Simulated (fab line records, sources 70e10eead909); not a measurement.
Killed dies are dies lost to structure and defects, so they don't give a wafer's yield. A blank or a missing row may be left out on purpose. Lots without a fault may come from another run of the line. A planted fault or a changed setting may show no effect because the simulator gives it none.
fab line records | flow nand_harc
record lots=24 wafers=72 last_day=24
route steps=1159 shown A_STAIRCASE@742 A_SGD_CUT@758 A_SLIT@796 A_WL_FILL@815
lots that met no fault: from a run of the same line without faults
start_h: hours from the record's first day to the start of the lot's first wafer shown | wait_h: hours since the lot's step before | " the same as in the row above | L1.1+2: a row that stands for several wafers | - no value, or no start given | * or withheld: withheld | < > ~ a bound
route shown NAME@n: a module of which the file shows steps, and the number in the route of the first | usual: mean/standard deviation of fault-free wafers | same: alike in all rows | chamber/n: place in a boat | sites: the reading at each site | _std_site: their standard deviation | _edge_site: outer sites' mean less inner sites' | radius_mm: how far each site lies from the wafer's centre | mask NAME#n: copy n | behind: the tool/chamber that last shaped the wafer | hold: why the lot was held/for how many hours/how that ended | device: the transistor (n, p or np) that didn't switch | end of line: the same wafers' tests at the end of the route | a step without rows: its recipe alone | killed: dies lost to structure and defects at the first sort, not the wafer's yield | map: a wafer's dies, x killed, . not, _ none there
set.NAME: the setting as run; set.NAME@STEP: as run at that earlier step | model.NAME: the simulator's own value behind a step, which no gauge read
steps of the route over a sample of lots; a table a step, a row a wafer
services: from which hour (start_h, from the record's first day; less than 0 if before it) a tool's chamber was out of use, for how many hours, and why
## steps
# step NHARC_A_STAIRCASE_DEP_471
# recipe target_thk_a=1000 temp_c=400 pressure_torr=6.5 rf_w=900 teos_flow_sccm=161.4 flow_sccm=2650 target_thk_nm=100 gas=O2 material=SiO2
# usual heater_power_outer_w=275/50 heater_power_w=499/72 throttle_valve_pct=15.8/0.53
# columns lot.wafer tool chamber start_h wait_h heater_power_outer_w heater_power_w throttle_valve_pct
L074.1 pecvd-01 1 303.89 - 405 682 14.6
L074.5 " 0 " " 211 445 16.2
L074.4 " 1 " " 386 682 14.4
L075.2 pecvd-01 0 332.38 - 258 499 16.5
L075.4 " 1 " " 387 648 14.5
L075.6 " 0 " " 261 506 16.3
L076.3 pecvd-04 0 332.40 - 265 463 15.6
L076.4 " 1 " " 270 513 15.6
L076.5 " 2 " " 240 436 15.7
L077.5 pecvd-04 2 333.73 - 342 575 16.0
L077.4 " 0 " " 248 423 16.1
L077.6 " 1 " " 232 439 15.6
L078.1 pecvd-01 0 333.82 - 276 519 16.3
L078.2 " 1 " " 348 593 14.4
L078.6 " 0 " " 268 523 16.6
L081.2 pecvd-04 1 338.25 - 259 492 15.6
L081.3 " 2 " " 282 508 15.8
L081.5 " 0 " " 275 468 15.8
L080.1 pecvd-01 0 344.53 - 268 529 16.2
L080.2 " 1 " " 321 564 14.3
L080.6 " 1 " " 335 588 14.7
L082.3 pecvd-01 2 352.05 - 253 456 16.0
L082.1 " 0 " " 213 464 15.8
L082.6 " 0 " " 223 453 16.1
L079.2 pecvd-04 2 352.09 - 339 592 16.0
L079.6 " 2 " " 351 573 16.1
L079.4 " 1 " " 308 569 15.7
L083.3 pecvd-01 0 362.12 - 241 476 16.2
L083.1 " 1 " " 338 580 14.8
L083.5 " 2 " " 232 436 16.4
L084.2 pecvd-03 0 375.33 - 321 497 16.3
L084.1 " 1 " " 221 413 15.6
L084.4 " 0 " " 237 366 16.4
L086.2 pecvd-04 0 375.42 - 296 484 15.6
L086.4 " 2 " " 283 506 15.8
L086.5 " 0 " " 285 512 16.1
L087.4 pecvd-03 0 382.77 - 280 426 16.4
L087.6 " 1 " " 272 500 15.8
L087.5 " 2 " " 244 514 15.8
L085.1 pecvd-03 1 390.01 - 197 400 15.8
L085.3 " 0 " " 290 445 16.3
L085.5 " 0 " " 297 446 16.1
L089.1 pecvd-01 0 395.10 - 308 563 16.4
L089.5 " 1 " " 388 669 14.5
L089.6 " 2 " " 212 421 16.4
L091.3 pecvd-04 1 403.61 - 261 497 16.1
L091.5 " 1 " " 264 505 15.9
L091.6 " 2 " " 278 497 16.3
L088.3 pecvd-03 2 404.23 - 283 571 15.8
L088.6 " 0 " " 310 464 16.6
L088.4 " 1 " " 279 498 15.7
L090.1 pecvd-01 2 404.54 - 254 460 16.1
L090.2 " 0 " " 314 587 16.0
L090.3 " 1 " " 403 676 14.7
L093.2 pecvd-03 0 404.93 - 294 447 16.2
L093.6 " 0 " " 287 448 16.5
L093.4 " 1 " " 254 464 16.0
L092.3 pecvd-04 0 405.61 - 287 476 15.7
L092.1 " 1 " " 272 519 16.0
L092.4 " 0 " " 294 485 15.6
L094.1 pecvd-03 1 415.45 - 302 540 15.8
L094.2 " 2 " " 220 496 15.6
L094.5 " 0 " " 320 490 16.4
L096.3 pecvd-04 2 427.96 - 309 550 16.5
L096.1 " 0 " " 230 417 15.5
L096.5 " 1 " " 257 505 15.7
L095.2 pecvd-03 0 428.18 - 247 379 16.6
L095.4 " 2 " " 179 430 15.8
L095.6 " 0 " " 256 402 16.4
L097.3 pecvd-01 2 453.46 - 162 343 16.1
L097.2 " 0 " " 229 473 15.8
L097.1 " 1 " " 338 620 14.9
# step NHARC_A_SGD_CUT_CD_MEAS_09
# recipe target_cd_nm=100 landing_energy_ev=500
# usual cd_nm=99.8/0.61
# columns lot.wafer tool chamber start_h wait_h cd_nm
L074.1 cd_sem-01 0 305.30 - 100.2
L074.4 " 0 " " 99.7
L074.5 " 0 " " 99.6
L075.2 cd_sem-01 0 333.64 - 100.3
L075.4 " 0 " " 101.1
L075.6 " 0 " " 100.9
L076.3 cd_sem-03 0 333.68 - 99.1
L076.4 " 0 " " 99.7
L076.5 " 0 " " 99.7
L077.4 cd_sem-01 0 335.06 - 99.4
L077.5 " 0 " " 99.9
L077.6 " 0 " " 100.2
L078.1 cd_sem-03 0 335.20 - 101.4
L078.2 " 0 " " 100.0
L078.6 " 0 " " 100.3
L081.2 cd_sem-01 0 339.63 - 99.6
L081.3 " 0 " " 99.3
L081.5 " 0 " " 98.6
L080.1 cd_sem-01 0 345.81 - 99.6
L080.2 " 0 " " 99.7
L080.6 " 0 " " 99.3
L082.1 cd_sem-01 0 353.53 - 100.2
L082.3 " 0 " " 100.5
L082.6 " 0 " " 101.2
L079.2 cd_sem-01 0 353.69 - 98.7
L079.4 " 0 " " 99.7
L079.6 " 0 " " 99.4
L083.1 cd_sem-03 0 363.52 - 99.0
L083.3 " 0 " " 98.7
L083.5 " 0 " " 100.2
L084.1 cd_sem-02 0 376.70 - 99.7
L084.2 " 0 " " 100.3
L084.4 " 0 " " 100.5
L086.2 cd_sem-03 0 376.86 - 100.3
L086.4 " 0 " " 98.9
L086.5 " 0 " " 100.1
L087.4 cd_sem-01 0 384.12 - 99.6
L087.5 " 0 " " 99.2
L087.6 " 0 " " 99.1
L085.1 cd_sem-03 0 391.41 - 99.6
L085.3 " 0 " " 99.6
L085.5 " 0 " " 99.3
L089.1 cd_sem-02 0 396.51 - 100.2
L089.5 " 0 " " 100.0
L089.6 " 0 " " 99.8
L091.3 cd_sem-02 0 404.89 - 99.6
L091.5 " 0 " " 99.6
L091.6 " 0 " " 99.5
L088.3 cd_sem-01 0 405.58 - 100.0
L088.4 " 0 " " 99.1
L088.6 " 0 " " 99.0
L090.1 cd_sem-01 0 405.95 - 99.1
L090.2 " 0 " " 99.7
L090.3 " 0 " " 99.3
L093.2 cd_sem-03 0 406.33 - 99.4
L093.4 " 0 " " 100.6
L093.6 " 0 " " 99.4
L092.1 cd_sem-01 0 406.98 - 99.4
L092.3 " 0 " " 98.9
L092.4 " 0 " " 99.0
L094.1 cd_sem-02 0 416.84 - 99.7
L094.2 " 0 " " 99.8
L094.5 " 0 " " 98.8
L096.1 cd_sem-02 0 429.21 - 100.0
L096.3 " 0 " " 100.6
L096.5 " 0 " " 100.0
L095.2 cd_sem-02 0 429.56 - 100.2
L095.4 " 0 " " 99.6
L095.6 " 0 " " 100.4
L097.1 cd_sem-02 0 455.01 - 99.8
L097.2 " 0 " " 99.9
L097.3 " 0 " " 100.3
# step NHARC_A_SGD_CUT_STRIP_17
# recipe o2_flow_sccm=500 ar_flow_sccm=0 bias_w=0 chemistry=O2
# usual drypump_motor_current_A=5.7/0.44 oes_product_au=0.996/0.0083 rf_vpp_V=57.7/0.84 showerhead_plenum_p_Torr=3.48/0.15 throttle_valve_pct=17.038/0.0087
# columns lot.wafer tool chamber start_h wait_h drypump_motor_current_A oes_product_au rf_hours_counter_h rf_vpp_V showerhead_plenum_p_Torr throttle_valve_pct
L074.1 rie_diel-01 1 - - 5.4 1.004 17 56.0 3.37 17.041
L074.4 " 2 " " 5.6 1.000 18 56.6 3.32 17.035
L074.5 " 1 " " 5.4 1.010 - 56.5 3.37 17.038
L076.4 rie_diel-05 2 - - 6.5 0.998 10 58.0 3.42 17.043
L076.3 " 1 " " 5.2 0.992 11 58.7 3.62 17.039
L076.5 " 2 " " 6.4 0.992 - 57.9 3.42 17.037
L075.2 rie_diel-01 1 - - 5.4 0.981 1 58.2 3.37 17.028
L075.6 " 3 " " 6.3 0.998 - 56.5 3.59 17.044
L075.4 " 2 " " 5.6 0.986 - 57.0 3.32 17.039
L077.4 rie_diel-01 2 - - 5.6 1.007 2 55.6 3.32 17.040
L077.5 " 1 " " 5.4 1.000 - 57.1 3.37 17.034
L077.6 " 2 " " 5.6 1.001 - 57.0 3.32 17.041
L078.1 rie_diel-11 0 - - 6.2 0.994 14 57.3 3.34 17.026
L078.2 " 1 " " 6.0 0.995 12 57.9 3.30 17.035
L078.6 " 0 " " 6.3 0.989 - 57.4 3.34 17.041
L081.3 rie_diel-01 0 340.63 - 5.6 0.988 3 58.2 3.45 17.034
L081.2 " 2 " " 5.6 0.992 3 57.5 3.32 17.042
L081.5 " 0 " " 5.6 0.993 - 57.1 3.45 17.035
L080.1 rie_diel-11 0 - - 6.2 1.000 14 58.3 3.34 17.020
L080.2 " 1 " " 6.0 1.002 12 56.1 3.30 17.030
L080.6 " 2 " " 5.2 0.985 - 59.0 3.74 17.039
L082.1 rie_diel-01 0 - - 5.6 0.993 3 57.1 3.45 17.029
L082.3 " 1 " " 5.3 0.990 5 57.3 3.37 17.040
L082.6 " 1 " " 5.4 0.987 - 56.7 3.37 17.043
L079.4 rie_diel-05 0 - - 5.3 1.002 1 58.6 3.56 17.028
L079.2 " 1 " " 5.2 0.999 1 58.2 3.62 17.046
L079.6 " 3 " " 5.9 0.990 - 57.6 3.67 17.030
L083.3 rie_diel-05 2 - - 6.5 0.994 2 58.0 3.41 17.035
L083.1 " 3 " " 6.0 0.992 2 58.5 3.67 17.051
L083.5 " 3 " " 6.0 0.996 - 59.0 3.67 17.057
L084.2 rie_diel-11 0 - - 6.2 1.000 0 56.7 3.34 17.021
L084.4 " 2 " " 5.3 1.008 0 59.1 3.74 17.052
L084.1 " 3 " " 5.0 1.004 0 57.7 3.76 17.032
L086.4 rie_diel-05 3 - - 5.9 0.992 3 58.7 3.67 17.041
L086.2 " 0 " " 5.3 1.002 3 58.4 3.56 17.029
L086.5 " 3 " " 5.9 0.997 - 57.7 3.67 17.054
L087.4 rie_diel-11 0 - - 6.2 1.005 1 56.2 3.34 17.028
L087.5 " 0 " " 6.2 0.993 - 58.9 3.34 17.031
L087.6 " 1 " " 6.0 1.009 - 58.1 3.30 17.051
L085.3 rie_diel-05 1 - - 5.1 0.984 3 58.1 3.62 17.036
L085.1 " 0 " " 5.4 1.007 3 56.7 3.56 17.046
L085.5 " 2 " " 6.5 0.987 - 58.6 3.41 17.045
L089.1 rie_diel-01 1 - - 5.4 0.985 10 58.3 3.37 17.056
L089.6 " 1 " " 5.4 0.987 - 57.7 3.37 17.031
L089.5 " 2 " " 5.6 0.996 - 57.2 3.32 17.036
L091.3 rie_diel-01 3 - - 6.3 1.005 6 58.3 3.58 17.025
L091.6 " 3 " " 6.3 1.003 - 56.8 3.58 17.034
L091.5 " 0 " " 5.6 1.003 - 58.9 3.45 17.032
L088.4 rie_diel-11 0 - - 6.2 1.003 3 57.3 3.34 17.022
L088.3 " 1 " " 6.0 1.008 3 56.3 3.29 17.038
L088.6 " 0 " " 6.2 0.999 - 58.2 3.34 17.058
L090.3 rie_diel-05 1 - - 5.1 0.985 4 58.2 3.62 17.036
L090.1 " 2 " " 6.5 0.992 4 58.0 3.41 17.045
L090.2 " 0 " " 5.3 1.007 4 59.0 3.56 17.044
L093.4 rie_diel-01 0 - - 5.6 1.011 8 56.8 3.45 17.049
L093.2 " 3 " " 6.3 1.005 6 58.9 3.58 17.025
L093.6 " 1 " " 5.4 0.984 - 57.4 3.37 17.038
L092.3 rie_diel-11 2 - - 5.3 0.999 3 56.6 3.74 17.057
L092.1 " 3 " " 5.0 0.989 3 57.8 3.76 17.045
L092.4 " 0 " " 6.2 0.994 3 57.7 3.34 17.030
L094.1 rie_diel-05 0 - - 5.4 1.007 4 58.2 3.56 17.050
L094.2 " 2 " " 6.5 0.982 5 57.1 3.41 17.025
L094.5 " 0 " " 5.3 1.006 - 58.2 3.56 17.036
L096.3 rie_diel-01 1 - - 5.4 0.983 12 56.7 3.36 17.024
L096.1 " 2 " " 5.6 0.992 11 58.0 3.31 17.022
L096.5 " 1 " " 5.4 0.989 - 57.7 3.36 17.050
L095.4 rie_diel-05 2 - - 6.5 0.992 5 57.6 3.41 17.039
L095.2 " 0 " " 5.3 0.998 5 57.0 3.56 17.038
L095.6 " 2 " " 6.5 0.988 - 58.4 3.41 17.031
L097.3 rie_diel-01 0 - - 5.6 1.004 13 57.7 3.44 17.022
L097.2 " 1 " " 5.4 0.985 16 58.0 3.36 17.038
L097.1 " 3 " " 6.3 0.998 12 58.9 3.58 17.033
# step NHARC_A_SGD_CUT_ETCHBACK_24
# recipe target_depth_a=500 over_etch_frac=0.3 time_s=92.857 ion_energy_ev=120 ch3f_flow_sccm=50 o2_flow_sccm=30 ar_flow_sccm=200 rf_w=500 bias_w=100 chemistry=CH3F/O2
# usual drypump_motor_current_A=5.7/0.46 oes_product_au=0.97/0.032 rf_vpp_V=244.3/1.8 showerhead_plenum_p_Torr=2.45/0.12 throttle_valve_pct=20.664/0.0093
# columns lot.wafer tool chamber start_h wait_h drypump_motor_current_A oes_product_au rf_hours_counter_h rf_vpp_V showerhead_plenum_p_Torr throttle_valve_pct
L074.1 rie_diel-11 1 314.50 0.2 6.0 1.01 9 242.8 2.29 20.681
L074.4 " 0 " " 6.2 0.99 10 242.7 2.33 20.642
L074.5 " 2 " " 5.2 0.98 - 246.7 2.61 20.670
L075.2 rie_diel-11 1 340.01 0.2 6.0 1.01 12 242.4 2.29 20.672
L075.4 " 3 " " 5.0 0.99 12 245.6 2.63 20.654
L075.6 " 2 " " 5.3 1.00 - 246.6 2.61 20.686
L076.3 rie_diel-01 0 340.03 0.2 5.6 1.00 2 244.3 2.40 20.661
L076.4 " 1 " " 5.3 0.98 3 242.2 2.34 20.649
L076.5 " 0 " " 5.6 1.00 - 243.9 2.40 20.666
L077.4 rie_diel-01 1 340.13 0.2 5.3 0.92 3 243.7 2.34 20.667
L077.5 " 3 " " 6.2 0.92 - 246.1 2.50 20.651
L077.6 " 0 " " 5.6 0.93 - 243.2 2.40 20.646
L078.1 rie_diel-11 2 340.17 0.1 5.2 0.91 13 246.8 2.61 20.667
L078.2 " 3 " " 5.0 0.93 12 246.3 2.63 20.663
L078.6 " 3 " " 5.0 0.93 - 247.1 2.63 20.661
L081.2 rie_diel-11 2 346.05 0.2 5.2 0.94 13 245.8 2.61 20.644
L081.3 " 3 " " 5.0 0.94 13 247.1 2.63 20.662
L081.5 " 2 " " 5.2 0.94 - 248.0 2.61 20.657
L080.2 rie_diel-11 1 355.80 0.1 6.0 0.93 13 242.2 2.29 20.662
L080.1 " 3 " " 5.0 0.93 14 246.1 2.62 20.676
L080.6 " 3 " " 5.0 0.92 - 247.2 2.63 20.649
L082.3 rie_diel-05 2 359.84 0.2 6.4 1.00 2 242.7 2.38 20.656
L082.1 " 0 " " 5.3 1.00 2 243.6 2.48 20.668
L082.6 " 1 " " 5.2 1.01 - 245.0 2.53 20.669
L079.2 rie_diel-11 1 359.86 0.1 6.0 1.00 14 243.5 2.29 20.665
L079.6 " 0 " " 6.2 1.00 - 242.2 2.32 20.682
L079.4 " 1 " " 6.0 0.99 - 242.0 2.29 20.661
L083.3 rie_diel-01 2 369.68 0.1 5.6 1.00 6 242.6 2.31 20.671
L083.1 " 3 " " 6.3 1.00 3 245.2 2.50 20.662
L083.5 " 3 " " 6.3 1.01 - 243.7 2.50 20.671
L084.2 rie_diel-05 0 382.83 0.1 5.3 1.00 3 244.2 2.48 20.677
L084.4 " 1 " " 5.1 0.99 3 245.3 2.52 20.649
L084.1 " 2 " " 6.4 0.99 3 243.0 2.38 20.664
L086.4 rie_diel-01 0 382.89 0.1 5.6 0.99 6 243.6 2.40 20.652
L086.2 " 3 " " 6.3 1.00 5 244.5 2.50 20.671
L086.5 " 1 " " 5.4 0.98 - 242.1 2.34 20.664
L087.4 rie_diel-11 3 391.78 0.2 5.0 0.92 1 245.5 2.62 20.667
L087.5 " 1 " " 6.0 0.93 - 242.3 2.29 20.665
L087.6 " 2 " " 5.3 0.92 - 246.2 2.61 20.669
L085.1 rie_diel-05 2 397.80 0.1 6.5 0.94 4 243.6 2.38 20.657
L085.3 " 3 " " 5.9 0.95 3 245.5 2.56 20.669
L085.5 " 2 " " 6.5 0.94 - 244.1 2.38 20.658
L089.1 rie_diel-05 0 404.01 0.2 5.3 0.93 3 244.6 2.48 20.674
L089.6 " 3 " " 5.9 0.92 - 245.5 2.56 20.669
L089.5 " 0 " " 5.3 0.93 - 244.2 2.48 20.664
L088.4 rie_diel-01 2 414.28 0.1 5.6 0.98 10 242.3 2.31 20.649
L088.3 " 1 " " 5.4 0.99 11 242.3 2.34 20.661
L088.6 " 2 " " 5.6 1.00 - 241.1 2.31 20.668
L091.3 rie_diel-11 0 414.28 0.1 6.2 1.00 3 241.0 2.32 20.667
L091.6 " 0 " " 6.2 1.00 - 243.8 2.32 20.660
L091.5 " 1 " " 6.0 1.00 - 241.4 2.29 20.671
L090.2 rie_diel-05 3 414.32 0.2 5.9 0.93 4 245.2 2.56 20.665
L090.3 " 0 " " 5.3 0.94 4 243.8 2.48 20.657
L090.1 " 1 " " 5.2 0.93 4 243.7 2.52 20.665
L093.4 rie_diel-05 3 414.43 0.1 5.9 1.00 4 245.1 2.56 20.656
L093.2 " 1 " " 5.1 0.99 4 245.1 2.52 20.662
L093.6 " 0 " " 5.4 1.01 - 244.9 2.48 20.655
L092.4 rie_diel-01 0 414.44 0.1 5.6 1.00 8 243.7 2.40 20.664
L092.1 " 1 " " 5.3 1.00 11 243.0 2.34 20.667
L092.3 " 3 " " 6.2 1.01 6 243.3 2.50 20.659
L094.2 rie_diel-11 3 423.01 0.2 5.0 0.98 5 247.1 2.62 20.676
L094.1 " 0 " " 6.2 1.00 4 242.2 2.32 20.673
L094.5 " 3 " " 5.0 0.99 - 247.2 2.62 20.656
L096.3 rie_diel-05 2 435.88 0.2 6.4 0.98 5 243.4 2.38 20.655
L096.1 " 0 " " 5.4 1.01 5 243.9 2.48 20.649
L096.5 " 2 " " 6.4 0.98 - 242.0 2.37 20.669
L095.2 rie_diel-01 1 435.90 0.2 5.4 0.99 13 244.1 2.34 20.659
L095.4 " 3 " " 6.2 1.00 9 246.6 2.50 20.672
L095.6 " 1 " " 5.4 0.99 - 242.1 2.34 20.678
L097.3 rie_diel-05 0 461.27 0.2 5.3 1.01 8 245.0 2.48 20.653
L097.2 " 1 " " 5.2 0.99 7 246.5 2.52 20.665
L097.1 " 3 " " 5.9 1.00 8 247.5 2.56 20.676
# step NHARC_A_SLIT_ETCH_17
# recipe bias_v=900 source_w=withheld pressure_mtorr=20 ar_flow_sccm=375 c4f8_flow_sccm=83.3 o2_flow_sccm=41.7 time_s=1687.5 target_depth_a=1.01e+05 chemistry=C4F8/O2/Ar
# usual drypump_motor_current_A=5.7/0.51 esc_clamp_current_uA=0.0205/0.00013 showerhead_plenum_p_Torr=3.64/0.1 throttle_valve_pct=32.045/0.0098
# columns lot.wafer tool chamber start_h wait_h drypump_motor_current_A esc_clamp_current_uA rf_hours_counter_h showerhead_plenum_p_Torr throttle_valve_pct
L074.1 har_etch-02 1 319.54 - 5.2 0.02051 170 3.54 32.029
L074.4 " 0 " " 6.3 0.02062 - 3.78 32.045
L074.5 " 1 " " 5.2 0.02059 - 3.54 32.051
L075.2 har_etch-02 1 349.15 - 5.2 0.02053 188 3.53 32.045
L075.4 " 0 " " 6.3 0.02069 - 3.77 32.038
L075.6 " 0 " " 6.3 0.02068 - 3.77 32.042
L076.4 har_etch-01 1 350.28 - 5.3 0.02042 - 3.57 32.058
L076.3 " 0 " " 6.2 0.02035 - 3.71 32.053
L076.5 " 0 " " 6.2 0.02037 - 3.71 32.049
L078.1 har_etch-02 1 350.58 - 5.2 0.02054 190 3.53 32.045
L078.2 " 0 " " 6.3 0.02061 190 3.77 32.058
L078.6 " 0 " " 6.3 0.02064 - 3.77 32.054
L077.4 har_etch-01 0 352.25 - 6.2 0.02036 - 3.71 32.060
L077.5 " 1 " " 5.2 0.02032 - 3.57 32.054
L077.6 " 0 " " 6.1 0.02032 - 3.71 32.040
L081.2 har_etch-02 1 353.35 - 5.2 0.02055 191 3.53 32.060
L081.3 " 1 " " 5.2 0.02058 - 3.53 32.034
L081.5 " 1 " " 5.2 0.02051 - 3.53 32.043
L080.1 har_etch-01 1 361.93 - 5.2 0.02031 19 3.57 32.033
L080.2 " 0 " " 6.2 0.02038 19 3.71 32.034
L080.6 " 1 " " 5.2 0.02036 - 3.57 32.034
L082.1 har_etch-01 1 367.10 - 5.2 0.02035 20 3.57 32.044
L082.3 " 0 " " 6.2 0.02038 - 3.71 32.044
L082.6 " 0 " " 6.2 0.02033 - 3.71 32.029
L079.2 har_etch-01 1 368.77 - 5.2 0.02034 22 3.57 32.035
L079.4 " 0 " " 6.2 0.02042 - 3.71 32.046
L079.6 " 0 " " 6.2 0.02039 - 3.71 32.043
L083.1 har_etch-01 1 376.53 - 5.3 0.02034 27 3.57 32.053
L083.3 " 0 " " 6.1 0.02045 - 3.71 32.054
L083.5 " 1 " " 5.3 0.02035 - 3.56 32.033
L084.1 har_etch-02 0 387.25 - 6.3 0.02073 205 3.76 32.038
L084.2 " 1 " " 5.2 0.02061 205 3.52 32.047
L084.4 " 0 " " 6.3 0.02065 - 3.76 32.039
L086.2 har_etch-02 0 388.90 - 6.3 0.02071 206 3.76 32.050
L086.4 " 1 " " 5.2 0.02058 - 3.52 32.049
L086.5 " 0 " " 6.3 0.02074 - 3.76 32.031
L087.4 har_etch-01 1 398.79 - 5.2 0.02036 - 3.56 32.051
L087.6 " 1 " " 5.3 0.02041 - 3.56 32.053
L087.5 " 0 " " 6.2 0.02037 - 3.70 32.038
L085.1 har_etch-02 1 402.32 - 5.2 0.02055 212 3.52 32.055
L085.3 " 0 " " 6.3 0.0207 - 3.76 32.035
L085.5 " 1 " " 5.2 0.02057 - 3.52 32.051
L089.1 har_etch-01 0 409.66 - 6.2 0.02038 42 3.70 32.043
L089.6 " 0 410.66 - 6.2 0.02041 - 3.70 32.009
L089.5 " 1 " " 5.2 0.02035 - 3.56 32.050
L088.4 har_etch-02 0 423.25 - 6.3 0.02071 - 3.75 32.035
L088.3 " 1 " " 5.2 0.02056 - 3.51 32.036
L088.6 " 1 " " 5.2 0.02058 - 3.51 32.067
L091.3 har_etch-01 0 423.95 - 6.1 0.02037 - 3.69 32.044
L091.5 " 0 " " 6.1 0.02038 - 3.70 32.038
L091.6 " 1 " " 5.2 0.02043 - 3.55 32.024
L090.2 har_etch-02 1 424.45 - 5.2 0.02056 222 3.51 32.051
L090.1 " 0 " " 6.3 0.02069 222 3.75 32.037
L090.3 " 1 " " 5.2 0.02057 - 3.51 32.041
L093.2 har_etch-01 0 425.13 - 6.2 0.02037 49 3.69 32.029
L093.4 " 1 " " 5.3 0.02044 - 3.55 32.051
L093.6 " 0 " " 6.2 0.02039 - 3.69 32.041
L092.1 har_etch-02 1 426.37 - 5.1 0.02059 224 3.51 32.047
L092.3 " 0 " " 6.3 0.02069 - 3.75 32.028
L092.4 " 1 " " 5.2 0.02059 - 3.51 32.057
L094.2 har_etch-01 1 430.46 - 5.2 0.02038 50 3.55 32.055
L094.1 " 0 " " 6.2 0.02036 50 3.69 32.041
L094.5 " 1 " " 5.2 0.0204 - 3.55 32.057
L095.2 har_etch-02 1 441.48 - 5.2 0.02059 229 3.51 32.041
L095.4 " 1 " " 5.2 0.02061 - 3.51 32.047
L095.6 " 1 " " 5.2 0.02064 - 3.51 32.047
L096.1 har_etch-01 0 442.16 - 6.1 0.02036 56 3.69 32.041
L096.3 " 0 " " 6.1 0.02038 - 3.69 32.044
L096.5 " 1 " " 5.2 0.02038 - 3.55 32.048
L097.1 har_etch-02 0 467.20 - 6.3 0.02065 236 3.75 32.063
L097.2 " 1 " " 5.2 0.02053 236 3.50 32.049
L097.3 " 1 " " 5.2 0.02061 - 3.50 32.062
# step NHARC_A_WL_FILL_ETCHBACK_05
# recipe target_depth_a=220 time_s=60 temp_c=40 chemistry=Cl2/BCl3
# usual drypump_motor_current_A=5.5/0.55 oes_product_au=1.005/0.0085
# columns lot.wafer tool chamber start_h wait_h drypump_motor_current_A oes_product_au rf_hours_counter_h
L074.1 rie_metal-02 0 336.89 0.2 5.5 1.021 3.7
L074.4 " 0 " " 5.4 1.006 -
L074.5 " 1 " " 4.7 0.998 -
L075.2 rie_metal-02 1 364.65 0.2 4.7 1.008 4.4
L075.4 " 0 " " 5.5 1.006 -
L075.6 " 0 " " 5.4 1.006 -
L076.3 rie_metal-03 1 366.84 0.1 5.6 1.002 -
L076.4 " 0 " " 5.4 1.001 -
L076.5 " 0 " " 5.3 0.999 -
L077.4 rie_metal-02 1 367.48 0.2 4.7 0.997 -
L077.6 " 1 " " 4.7 0.995 -
L077.5 " 0 " " 5.5 0.997 -
L078.2 rie_metal-01 1 369.66 0.2 6.5 1.003 0.9
L078.1 " 0 " " 6.0 1.030 0.9
L078.6 " 0 " " 6.0 1.021 -
L081.2 rie_metal-03 1 371.17 0.2 5.6 0.999 2.0
L081.3 " 1 " " 5.6 0.997 -
L081.5 " 0 " " 5.3 0.997 -
L080.1 rie_metal-02 0 376.94 0.2 5.5 1.015 5.0
L080.2 " 1 " " 4.7 1.002 5.0
L080.6 " 1 " " 4.7 1.005 -
L082.1 rie_metal-03 0 383.64 0.2 5.3 1.000 2.4
L082.3 " 0 " " 5.3 1.005 -
L082.6 " 1 " " 5.6 0.999 -
L079.2 rie_metal-02 1 386.48 0.2 4.7 1.001 5.6
L079.4 " 0 " " 5.5 1.007 -
L079.6 " 1 " " 4.7 1.008 -
L083.1 rie_metal-02 1 404.65 0.2 4.7 0.994 0.1
L083.3 " 1 " " 4.7 0.992 -
L083.5 " 1 " " 4.7 0.995 -
L084.2 rie_metal-03 0 408.06 0.2 5.3 0.991 2.8
L084.1 " 1 " " 5.6 1.006 2.8
L084.4 " 0 " " 5.3 1.006 -
L086.2 rie_metal-01 0 410.69 0.2 6.0 1.013 2.0
L086.4 " 0 " " 6.0 1.021 -
L086.5 " 1 " " 6.5 0.999 -
L087.4 rie_metal-03 1 417.14 0.1 5.6 1.014 -
L087.5 " 0 " " 5.4 0.992 -
L087.6 " 1 " " 5.6 1.011 -
L085.1 rie_metal-01 1 418.54 0.2 6.5 1.004 1.6
L085.3 " 1 " " 6.5 0.997 -
L085.5 " 0 " " 6.0 1.012 -
L089.1 rie_metal-02 0 424.61 0.2 5.4 1.009 0.5
L089.5 " 1 " " 4.7 1.001 -
L089.6 " 0 " " 5.4 1.018 -
L088.4 rie_metal-01 0 440.97 0.1 5.9 1.027 -
L088.3 " 1 " " 6.5 0.998 -
L088.6 " 0 " " 5.9 1.019 -
L091.3 rie_metal-03 1 441.30 0.2 5.6 1.008 -
L091.5 " 0 " " 5.3 0.992 -
L091.6 " 1 " " 5.6 1.015 -
L090.1 rie_metal-02 0 443.76 0.2 5.5 1.011 0.8
L090.2 " 1 " " 4.7 1.005 0.8
L090.3 " 1 " " 4.7 0.991 -
L093.2 rie_metal-01 0 446.91 0.2 6.0 1.022 2.8
L093.4 " 0 " " 6.0 1.017 -
L093.6 " 0 " " 6.0 1.013 -
L092.1 rie_metal-03 0 447.70 0.4 5.3 1.001 3.7
L092.3 " 0 " " 5.3 0.996 -
L092.4 " 0 " " 5.3 1.004 -
L094.2 rie_metal-02 1 455.56 0.2 4.7 1.000 1.5
L094.1 " 0 " " 5.5 1.008 1.5
L094.5 " 1 " " 4.7 1.000 -
L096.1 rie_metal-02 1 458.60 0.2 4.7 1.000 1.8
L096.3 " 1 " " 4.7 0.998 -
L096.5 " 1 " " 4.7 0.999 -
L095.2 rie_metal-01 1 459.11 0.2 6.5 1.000 3.1
L095.4 " 1 " " 6.5 1.010 -
L095.6 " 1 " " 6.5 1.007 -
L097.2 rie_metal-02 0 483.27 0.3 5.4 1.000 2.4
L097.1 " 1 " " 4.7 0.993 2.4
L097.3 " 1 " " 4.7 1.000 -
## services
# columns tool chamber start_h hours kind
rie_diel-11 1 287.17 9.8 repair
har_etch-02 - 293.99 3.9 repair
pecvd-01 - 297.15 0.7 repair
har_etch-01 - 308.44 17.0 pm
rie_diel-05 2 313.88 9.6 repair
rie_diel-01 - 314.80 9.0 pm
rie_diel-11 3 321.95 3.2 repair
rie_diel-01 0 332.69 2.6 repair
rie_diel-05 - 340.60 9.0 pm
har_etch-01 - 342.14 3.5 repair
rie_diel-01 1 342.34 2.6 repair
rie_diel-01 3 342.38 15.7 repair
rie_diel-01 0 345.56 6.6 repair
pecvd-01 - 348.78 1.0 repair
rie_diel-11 2 352.77 8.5 repair
har_etch-02 - 357.87 6.0 repair
rie_diel-11 - 366.50 9.0 pm
rie_metal-02 - 388.00 9.0 pm
pecvd-01 - 418.19 13.0 pm
rie_diel-11 0 426.37 15.6 repair
rie_diel-05 1 441.04 6.7 repair
rie_diel-11 2 453.99 5.9 repair
rie_diel-05 2 461.19 116.2 repair
rie_diel-01 3 478.11 3.8 repair
## key
fault none
